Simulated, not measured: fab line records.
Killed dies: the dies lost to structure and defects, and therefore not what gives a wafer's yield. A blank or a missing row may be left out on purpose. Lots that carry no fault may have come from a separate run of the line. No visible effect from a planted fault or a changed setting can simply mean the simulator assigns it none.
fab line records -- flow n5Finfet -- part 1 of 2: steps 1 to 3 of 6
record: lots: 22, wafers: 66, lastDay: 17
route steps=1938 shown HKMG_FIN@435 GATE_CUT@467
lots that met no fault: from a run of the same line without faults
startH: hours from the record's opening day to when the first of the lot's shown wafers began -- waitH: how many hours have passed since the lot's step before this one -- " same as the row above -- L1.1+2: a single row standing in for several wafers -- - value missing, or start not given -- * or withheld: withheld -- < > ~ a bound
route shown NAME@n: a module of which the file shows steps, and the number in the route of the first -- usual: mean and standard deviation over wafers with no fault -- same: alike in all rows -- chamber/n: place in a boat -- sites: each site's reading -- _std_site: the standard deviation of these -- _edge_site: mean of outer sites minus mean of inner sites -- radiusMm: how far each site lies from the wafer's centre -- mask NAME#n: copy n -- behind: tool/chamber where the wafer was last shaped -- hold: why the lot went on hold/how many hours it stayed there/how the hold came to an end -- device: names the non-switching transistor (n, p or np) -- end of line: at the end of the route, the tests of the same wafers -- a step given without rows: its recipe and nothing more -- killed: dies that structure and defects cost at the first sort, which is not the same as the wafer's yield -- map: a wafer's dies, x killed, . not, _ none there
set.NAME: the setting as run; set.NAME@STEP: as run at that earlier step -- model.NAME: the simulator's own value behind a step, which no gauge read
a sample of lots followed through the steps of the route, with each step as a table and each wafer as a row
services: the hour from which a tool's chamber was out of use, counted from the record's first day as startH (under 0 if before that day), plus the number of hours and why
== steps ==
step: N5_HKMG_FIN_ETCH_32
recipe: chemistry: N2/H2, target: SOC, targetDepthA: 2400, tempC: 40, timeS: 300, ionEnergyEv: 200, maskMaterial: SiARC, pressureMtorr: 30, sourceW: 840, biasW: 150, n2FlowSccm: 200, h2FlowSccm: 200
usual: biasW: 149.9/0.46, drypumpMotorCurrentA: 5.9/0.41, oesProductAu: 0.80/0.09, rfVppV: 524.2/2.8, showerheadPlenumPTorr: 2.56/0.095, throttleValvePct: 17.68/0.24
lot.wafer,tool,chamber,startH,waitH,biasW,drypumpMotorCurrentA,oesProductAu,rfHoursCounterH,rfVppV,showerheadPlenumPTorr,throttleValvePct
L074.2,rieDiel-05,2,81.16,0.0,149.9,5.8,0.68,242,526.4,2.61,17.54
L074.3,rieDiel-05,3,81.16,0.0,149.3,5.9,0.69,202,523.6,2.53,17.95
L074.4,rieDiel-05,0,81.16,0.0,149.5,5.1,0.70,239,520.1,2.41,18.26
L075.1,rieDiel-04,2,82.67,0.0,150.2,5.9,0.86,55,526.2,2.59,17.97
L075.4,rieDiel-04,0,82.67,0.0,150.0,5.4,0.94,14,524.7,2.59,17.57
L075.5,rieDiel-04,0,82.67,0.0,150.0,5.4,0.94,-,524.7,2.59,17.56
L076.3,rieDiel-06,1,88.78,0.0,150.5,6.4,0.90,34,527.7,2.70,17.69
L076.5,rieDiel-06,3,88.78,0.0,149.0,6.6,0.71,-,519.6,2.42,17.57
L076.6,rieDiel-06,1,88.78,0.0,149.9,6.4,0.90,-,527.7,2.71,17.69
L077.2,rieDiel-05,3,92.99,0.0,150.5,5.9,0.68,207,522.3,2.52,17.94
L077.3,rieDiel-05,1,92.99,0.0,149.5,5.7,0.77,102,526.5,2.68,17.56
L077.4,rieDiel-05,0,92.99,0.0,149.8,5.1,0.70,244,519.6,2.41,18.27
L078.1,rieDiel-06,3,100.02,0.0,149.0,6.6,0.70,202,518.6,2.42,17.56
L078.4,rieDiel-06,3,100.02,0.0,150.1,6.6,0.70,-,519.1,2.42,17.57
L078.5,rieDiel-06,2,100.02,0.0,150.0,5.6,0.79,-,520.2,2.45,17.80
L079.1,rieDiel-04,2,106.80,0.0,149.4,5.9,0.85,63,523.8,2.58,17.99
L079.4,rieDiel-04,0,106.80,0.0,150.7,5.4,0.91,-,525.8,2.59,17.57
L079.6,rieDiel-04,2,106.80,0.0,149.9,5.9,0.85,-,524.9,2.58,17.99
L081.3,rieDiel-05,1,119.49,0.0,150.0,5.6,0.76,113,527.1,2.67,17.57
L081.5,rieDiel-05,3,119.49,0.0,149.3,5.9,0.68,-,523.0,2.52,17.96
L081.6,rieDiel-05,1,119.49,0.0,149.8,5.6,0.77,-,528.3,2.67,17.57
L082.1,rieDiel-06,1,123.57,0.0,148.9,6.4,0.88,50,527.5,2.70,17.71
L082.4,rieDiel-06,3,123.57,0.0,149.6,6.6,0.70,-,519.6,2.42,17.59
L082.6,rieDiel-06,2,123.57,0.0,150.7,5.7,0.79,-,519.4,2.45,17.81
L083.1,rieDiel-05,1,129.90,0.0,150.7,5.7,0.76,118,527.0,2.67,17.60
L083.4,rieDiel-05,2,129.90,0.0,149.1,5.8,0.95,-,526.7,2.61,17.14
L083.5,rieDiel-05,3,129.90,0.0,149.7,5.9,0.68,-,523.1,2.52,17.99
L084.1,rieDiel-04,1,136.63,0.0,149.6,6.0,0.88,42,525.6,2.59,17.36
L084.2,rieDiel-04,0,136.63,0.0,149.7,5.5,0.89,35,525.5,2.58,17.60
L084.6,rieDiel-04,3,136.63,0.0,150.3,5.5,0.68,-,525.8,2.60,17.84
L086.1,rieDiel-05,1,152.65,0.0,149.5,5.6,0.75,128,527.3,2.66,17.61
L086.5,rieDiel-05,3,152.65,0.0,148.7,5.9,0.66,-,521.7,2.51,17.99
L086.6,rieDiel-05,2,152.65,0.0,149.2,5.8,0.93,-,525.7,2.60,17.15
L087.1,rieDiel-06,3,154.32,0.0,150.1,6.6,0.69,224,519.9,2.41,17.60
L087.2,rieDiel-06,2,154.32,0.0,150.3,5.6,0.78,147,520.4,2.44,17.83
L087.3,rieDiel-06,1,154.32,0.0,150.3,6.4,0.86,61,527.9,2.69,17.72
L088.2,rieDiel-06,1,163.04,0.0,150.0,6.4,0.86,63,528.8,2.69,17.75
L088.5,rieDiel-06,2,163.04,0.0,149.3,5.6,0.77,-,521.8,2.44,17.84
L088.6,rieDiel-06,1,163.04,0.0,149.6,6.5,0.85,-,528.3,2.69,17.74
L089.1,rieDiel-04,3,164.97,0.0,149.8,5.6,0.97,3,525.0,2.60,17.41
L089.4,rieDiel-04,1,164.97,0.0,149.0,6.0,0.86,54,523.9,2.59,17.38
L089.6,rieDiel-04,2,164.97,0.0,149.9,5.9,0.81,-,524.3,2.57,18.05
L090.2,rieDiel-06,3,170.21,0.0,150.0,6.6,0.69,231,519.5,2.41,17.61
L090.3,rieDiel-06,1,170.21,0.0,149.2,6.5,0.85,65,527.5,2.69,17.76
L090.6,rieDiel-06,2,170.21,0.0,150.1,5.6,0.77,-,519.9,2.44,17.84
L091.1,rieDiel-06,0,177.33,0.0,149.5,5.9,0.73,153,525.2,2.54,17.67
L091.2,rieDiel-06,2,177.33,0.0,150.2,5.6,0.77,155,520.5,2.44,17.85
L091.3,rieDiel-06,1,177.33,0.0,150.1,6.4,0.86,67,528.1,2.69,17.75
L092.2,rieDiel-05,3,187.34,0.0,150.4,5.9,0.65,245,522.2,2.51,18.03
L092.4,rieDiel-05,1,187.34,0.0,150.2,5.7,0.74,139,527.9,2.66,17.63
L092.5,rieDiel-05,3,187.34,0.0,150.9,5.9,0.65,-,522.4,2.51,18.03
L093.1,rieDiel-06,1,193.12,0.0,150.1,6.4,0.85,70,526.7,2.69,17.76
L093.5,rieDiel-06,0,193.12,0.0,150.3,5.9,0.73,-,524.8,2.54,17.65
L093.6,rieDiel-06,1,193.12,0.0,149.9,6.5,0.85,-,527.9,2.69,17.76
L094.1,rieDiel-04,2,197.87,0.0,150.6,5.9,0.80,100,524.8,2.57,18.07
L094.3,rieDiel-04,3,197.87,0.0,149.9,5.6,0.94,14,525.3,2.60,17.46
L094.4,rieDiel-04,1,197.87,0.0,150.0,6.0,0.84,-,526.0,2.58,17.39
L095.2,rieDiel-04,2,200.74,0.0,149.9,5.9,0.80,101,525.7,2.57,18.05
L095.4,rieDiel-04,1,200.74,0.0,149.4,6.0,0.86,66,525.2,2.58,17.40
L095.5,rieDiel-04,1,200.74,0.0,149.0,6.0,0.85,-,525.3,2.58,17.42
L096.1,rieDiel-05,2,212.62,0.0,150.6,5.8,0.89,33,526.1,2.59,17.19
L096.3,rieDiel-05,1,212.62,0.0,149.8,5.6,0.74,148,526.6,2.65,17.63
L096.6,rieDiel-05,0,212.62,0.0,149.8,5.1,0.88,-,528.3,2.71,17.86
L097.3,rieDiel-04,1,212.86,0.0,149.6,6.0,0.83,70,524.4,2.58,17.41
L097.4,rieDiel-04,3,212.86,0.0,149.3,5.6,0.93,20,525.3,2.59,17.44
L097.6,rieDiel-04,2,212.86,0.0,150.6,5.9,0.80,-,524.1,2.57,18.09
step: N5_HKMG_FIN_STRIP_89
recipe: chemistry: N2/H2, material: SOC, timeS: 20, powerW: 500, tempC: 40, pressureMtorr: 50, rfFrequencyHz: 6e+07, biasPowerW: 8, h2Frac: 0.5, n2FlowSccm: 300, h2FlowSccm: 300
usual: drypumpMotorCurrentA: 5.8/0.37, oesProductAu: 0.81/0.09, rfVppV: 54.3/0.85, showerheadPlenumPTorr: 3.40/0.11, throttleValvePct: 18.8/0.36
lot.wafer,tool,chamber,startH,waitH,drypumpMotorCurrentA,oesProductAu,rfHoursCounterH,rfVppV,showerheadPlenumPTorr,throttleValvePct
L074.2,rieDiel-05,2,82.45,0.0,5.8,0.69,242,54.1,3.45,18.5
L074.3,rieDiel-05,1,82.45,0.0,5.7,0.77,98,55.4,3.53,18.6
L074.4,rieDiel-05,0,82.45,0.0,5.1,0.71,240,54.2,3.19,19.5
L075.1,rieDiel-05,3,84.18,0.0,5.9,0.68,204,53.3,3.34,19.0
L075.4,rieDiel-05,1,84.18,0.0,5.6,0.78,99,53.9,3.53,18.6
L075.5,rieDiel-05,3,84.18,0.0,5.9,0.68,-,54.3,3.34,19.0
L076.3,rieDiel-04,1,90.39,0.0,6.0,0.90,29,55.3,3.43,18.4
L076.5,rieDiel-04,2,90.39,0.0,5.9,0.85,-,54.0,3.41,19.3
L076.6,rieDiel-04,1,90.39,0.0,6.0,0.90,-,53.5,3.43,18.4
L077.2,rieDiel-05,3,94.28,0.0,5.9,0.68,208,52.9,3.33,19.0
L077.3,rieDiel-05,0,94.28,0.0,5.1,0.70,245,54.6,3.18,19.6
L077.4,rieDiel-05,1,94.28,0.0,5.7,0.77,103,55.3,3.53,18.6
L078.1,rieDiel-06,1,101.35,0.0,6.4,0.89,39,53.6,3.56,18.9
L078.4,rieDiel-06,3,101.35,0.0,6.6,0.70,-,53.7,3.20,18.7
L078.5,rieDiel-06,1,101.35,0.0,6.4,0.89,-,55.2,3.56,18.9
L079.1,rieDiel-04,0,108.09,0.0,5.4,0.90,24,54.4,3.42,18.5
L079.4,rieDiel-04,0,108.09,0.0,5.5,0.90,-,53.3,3.42,18.5
L079.6,rieDiel-04,2,108.09,0.0,5.9,0.84,-,53.8,3.41,19.3
L081.3,rieDiel-04,2,120.78,0.0,6.0,0.83,70,54.0,3.41,19.3
L081.5,rieDiel-04,1,120.78,0.0,6.0,0.89,-,55.0,3.43,18.4
L081.6,rieDiel-04,0,120.78,0.0,5.4,0.89,-,53.8,3.41,18.6
L082.1,rieDiel-05,3,124.92,0.0,5.9,0.68,220,55.4,3.33,19.0
L082.4,rieDiel-05,1,124.92,0.0,5.7,0.76,-,53.3,3.52,18.6
L082.6,rieDiel-05,3,124.92,0.0,5.9,0.67,-,54.5,3.33,19.0
L083.1,rieDiel-04,1,131.24,0.0,6.0,0.90,40,52.2,3.42,18.4
L083.4,rieDiel-04,0,131.24,0.0,5.4,0.89,33,53.2,3.41,18.6
L083.5,rieDiel-04,3,131.24,0.0,5.6,0.68,-,53.6,3.44,19.0
L084.1,rieDiel-04,0,138.16,0.0,5.4,0.88,36,55.2,3.41,18.6
L084.2,rieDiel-04,2,138.16,0.0,5.9,0.83,77,54.7,3.40,19.3
L084.6,rieDiel-04,2,138.16,0.0,5.9,0.83,-,52.9,3.40,19.3
L086.1,rieDiel-04,0,153.94,0.0,5.4,0.88,44,55.2,3.41,18.6
L086.5,rieDiel-04,0,153.94,0.0,5.5,0.88,-,54.7,3.41,18.6
L086.6,rieDiel-04,1,153.94,0.0,6.0,0.87,-,56.2,3.42,18.4
L087.1,rieDiel-05,1,155.61,0.0,5.7,0.76,129,53.0,3.51,18.6
L087.2,rieDiel-05,2,155.61,0.0,5.8,0.93,14,54.3,3.43,18.1
L087.3,rieDiel-05,3,155.61,0.0,5.9,0.66,235,52.5,3.32,19.0
L088.2,rieDiel-05,2,164.33,0.0,5.8,0.93,17,54.7,3.43,18.1
L088.5,rieDiel-05,3,164.33,0.0,5.9,0.66,-,53.7,3.32,19.0
L088.6,rieDiel-05,2,164.33,0.0,5.8,0.93,-,54.8,3.43,18.1
L089.1,rieDiel-06,2,166.26,0.0,5.6,0.77,152,53.2,3.23,18.9
L089.4,rieDiel-06,1,166.26,0.0,6.5,0.87,64,53.5,3.55,19.0
L089.6,rieDiel-06,3,166.26,0.0,6.6,0.68,-,54.8,3.19,18.7
L090.2,rieDiel-04,1,171.50,0.0,6.0,0.86,56,55.1,3.42,18.4
L090.3,rieDiel-04,3,171.50,0.0,5.6,0.97,5,55.3,3.43,18.6
L090.6,rieDiel-04,2,171.50,0.0,5.9,0.81,-,53.6,3.40,19.3
L091.1,rieDiel-05,2,178.64,0.0,5.8,0.91,21,54.8,3.43,18.1
L091.2,rieDiel-05,0,178.64,0.0,5.1,0.91,15,55.5,3.58,19.2
L091.3,rieDiel-05,1,178.64,0.0,5.7,0.73,136,54.6,3.51,18.7
L092.2,rieDiel-06,1,188.63,0.0,6.5,0.86,69,54.2,3.54,19.0
L092.4,rieDiel-06,0,188.63,0.0,5.9,0.74,158,54.2,3.35,18.7
L092.5,rieDiel-06,0,188.63,0.0,5.9,0.74,-,55.0,3.35,18.7
L093.1,rieDiel-04,3,194.46,0.0,5.6,0.94,13,54.5,3.43,18.6
L093.5,rieDiel-04,2,194.46,0.0,5.9,0.81,-,54.4,3.39,19.3
L093.6,rieDiel-04,3,194.46,0.0,5.6,0.95,-,54.6,3.43,18.6
L094.1,rieDiel-06,0,199.16,0.0,5.9,0.72,162,52.8,3.35,18.7
L094.3,rieDiel-06,1,199.16,0.0,6.4,0.85,73,53.8,3.54,19.0
L094.4,rieDiel-06,3,199.16,0.0,6.6,0.68,241,53.1,3.18,18.7
L095.2,rieDiel-05,1,202.20,0.0,5.7,0.74,144,54.8,3.50,18.7
L095.4,rieDiel-05,2,202.20,0.0,5.8,0.90,28,53.8,3.43,18.1
L095.5,rieDiel-05,1,202.20,0.0,5.7,0.73,-,54.7,3.50,18.7
L096.1,rieDiel-04,3,214.02,0.0,5.6,0.92,21,54.4,3.42,18.6
L096.3,rieDiel-04,0,214.02,0.0,5.4,0.84,60,53.1,3.40,18.6
L096.6,rieDiel-04,2,214.02,0.0,5.9,0.79,-,54.6,3.39,19.3
L097.3,rieDiel-05,0,214.15,0.0,5.1,0.89,27,54.2,3.57,19.2
L097.4,rieDiel-05,0,214.15,0.0,5.1,0.88,-,54.3,3.57,19.2
L097.6,rieDiel-05,1,214.15,0.0,5.7,0.73,-,54.2,3.50,18.7
step: N5_HKMG_FIN_STRIP_90
recipe: chemistry: N2/H2, material: SOC, timeS: 20, powerW: 500, tempC: 40, pressureMtorr: 50, rfFrequencyHz: 6e+07, biasPowerW: 8, h2Frac: 0.5, n2FlowSccm: 300, h2FlowSccm: 300
usual: drypumpMotorCurrentA: 5.8/0.38, oesProductAu: 0.82/0.089, rfVppV: 54.2/0.91, showerheadPlenumPTorr: 3.41/0.1, throttleValvePct: 18.8/0.33
lot.wafer,tool,chamber,startH,waitH,drypumpMotorCurrentA,oesProductAu,rfHoursCounterH,rfVppV,showerheadPlenumPTorr,throttleValvePct
L074.2,rieDiel-04,0,83.52,0.0,5.4,0.93,14,54.9,3.42,18.5
L074.3,rieDiel-04,2,83.52,0.0,5.9,0.85,56,54.9,3.41,19.3
L074.4,rieDiel-04,3,83.52,0.0,5.6,0.70,229,55.1,3.45,19.0
L075.1,rieDiel-06,3,85.25,0.0,6.6,0.71,196,53.9,3.21,18.7
L075.4,rieDiel-06,1,85.25,0.0,6.5,0.93,-,54.8,3.57,18.9
L075.5,rieDiel-06,3,85.25,0.0,6.6,0.71,-,54.2,3.21,18.7
L076.3,rieDiel-04,1,91.46,0.0,6.0,0.91,29,54.9,3.43,18.4
L076.5,rieDiel-04,0,91.46,0.0,5.5,0.91,-,54.6,3.42,18.5
L076.6,rieDiel-04,3,91.46,0.0,5.6,0.70,-,54.8,3.45,19.0
L077.2,rieDiel-05,0,95.35,0.0,5.1,0.70,245,53.1,3.18,19.6
L077.3,rieDiel-05,3,95.35,0.0,5.9,0.68,208,56.4,3.33,19.0
L077.4,rieDiel-05,1,95.35,0.0,5.7,0.78,103,55.7,3.53,18.6
L078.1,rieDiel-04,1,102.43,0.0,6.0,0.90,33,55.7,3.43,18.4
L078.4,rieDiel-04,0,102.43,0.0,5.4,0.92,21,53.9,3.42,18.5
L078.5,rieDiel-04,0,102.43,0.0,5.4,0.91,-,54.1,3.42,18.5
L079.1,rieDiel-06,1,109.26,0.0,6.4,0.90,43,53.7,3.56,18.9
L079.4,rieDiel-06,3,109.26,0.0,6.6,0.70,-,51.6,3.20,18.7
L079.6,rieDiel-06,1,109.26,0.0,6.4,0.89,-,54.2,3.56,18.9
L081.3,rieDiel-04,3,121.94,0.0,5.6,0.69,245,57.3,3.44,19.0
L081.5,rieDiel-04,0,121.94,0.0,5.5,0.89,-,54.5,3.41,18.6
L081.6,rieDiel-04,3,121.94,0.0,5.6,0.69,-,53.2,3.44,19.0
L082.1,rieDiel-04,1,126.00,0.0,6.0,0.89,38,54.1,3.43,18.4
L082.4,rieDiel-04,0,126.00,0.0,5.5,0.89,32,52.6,3.41,18.6
L082.6,rieDiel-04,1,126.00,0.0,6.0,0.89,-,52.0,3.43,18.4
L083.1,rieDiel-05,1,132.45,0.0,5.7,0.76,120,55.1,3.52,18.6
L083.4,rieDiel-05,3,132.45,0.0,5.9,0.67,-,52.8,3.32,19.0
L083.5,rieDiel-05,2,132.45,0.0,5.8,0.95,-,54.5,3.44,18.1
L084.1,rieDiel-04,0,139.26,0.0,5.4,0.88,37,55.4,3.41,18.6
L084.2,rieDiel-04,2,139.26,0.0,5.9,0.83,78,54.8,3.40,19.3
L084.6,rieDiel-04,1,139.26,0.0,6.0,0.87,-,53.6,3.42,18.4
L086.1,rieDiel-06,0,155.01,0.0,5.9,0.74,146,53.1,3.36,18.7
L086.5,rieDiel-06,0,155.01,0.0,5.9,0.74,-,53.1,3.36,18.7
L086.6,rieDiel-06,1,155.01,0.0,6.4,0.86,-,52.5,3.55,18.9
L087.1,rieDiel-04,3,156.68,0.0,5.6,0.99,1,54.1,3.44,18.6
L087.2,rieDiel-04,0,156.68,0.0,5.4,0.88,45,54.7,3.41,18.6
L087.3,rieDiel-04,2,156.68,0.0,5.9,0.82,86,55.0,3.40,19.3
L088.2,rieDiel-05,3,165.66,0.0,6.0,0.66,238,55.1,3.32,19.0
L088.5,rieDiel-05,1,165.66,0.0,5.7,0.74,-,54.9,3.51,18.7
L088.6,rieDiel-05,2,165.66,0.0,5.8,0.93,-,53.4,3.43,18.1
L089.1,rieDiel-04,1,167.34,0.0,6.0,0.87,55,53.8,3.42,18.4
L089.4,rieDiel-04,0,167.34,0.0,5.4,0.86,49,54.2,3.40,18.6
L089.6,rieDiel-04,1,167.34,0.0,6.0,0.86,-,53.6,3.42,18.4
L090.2,rieDiel-06,3,172.57,0.0,6.6,0.68,232,53.9,3.19,18.7
L090.3,rieDiel-06,1,172.57,0.0,6.5,0.86,66,53.6,3.55,19.0
L090.6,rieDiel-06,0,172.57,0.0,5.9,0.74,-,55.5,3.36,18.7
L091.1,rieDiel-05,2,179.71,0.0,5.8,0.91,21,52.8,3.43,18.1
L091.2,rieDiel-05,3,179.71,0.0,5.9,0.65,242,54.9,3.32,19.0
L091.3,rieDiel-05,1,179.71,0.0,5.7,0.74,137,55.4,3.51,18.7
L092.2,rieDiel-05,2,189.73,0.0,5.8,0.91,25,52.8,3.43,18.1
L092.4,rieDiel-05,3,189.73,0.0,5.9,0.66,246,53.2,3.31,19.1
L092.5,rieDiel-05,3,189.73,0.0,5.9,0.66,-,54.5,3.31,19.1
L093.1,rieDiel-04,2,195.53,0.0,5.9,0.81,99,54.6,3.39,19.3
L093.5,rieDiel-04,1,195.53,0.0,6.0,0.85,-,53.4,3.41,18.4
L093.6,rieDiel-04,3,195.53,0.0,5.6,0.93,-,54.5,3.43,18.6
L094.1,rieDiel-04,0,200.23,0.0,5.5,0.86,54,53.1,3.40,18.6
L094.3,rieDiel-04,3,200.23,0.0,5.6,0.93,16,54.1,3.43,18.6
L094.4,rieDiel-04,1,200.23,0.0,6.0,0.85,66,55.3,3.41,18.5
L095.2,rieDiel-05,1,203.34,0.0,5.7,0.74,144,54.9,3.50,18.7
L095.4,rieDiel-05,2,203.34,0.0,5.8,0.90,29,54.4,3.43,18.1
L095.5,rieDiel-05,1,203.34,0.0,5.7,0.73,-,55.2,3.50,18.7
L096.1,rieDiel-06,2,215.10,0.0,5.6,0.75,167,54.1,3.22,18.9
L096.3,rieDiel-06,3,215.10,0.0,6.6,0.67,246,55.2,3.18,18.8
L096.6,rieDiel-06,2,215.10,0.0,5.6,0.76,-,54.1,3.22,18.9
L097.3,rieDiel-05,2,215.23,0.0,5.8,0.90,35,53.6,3.42,18.1
L097.4,rieDiel-05,0,215.23,0.0,5.1,0.89,-,54.6,3.57,19.2
L097.6,rieDiel-05,2,215.23,0.0,5.8,0.89,-,54.9,3.42,18.1
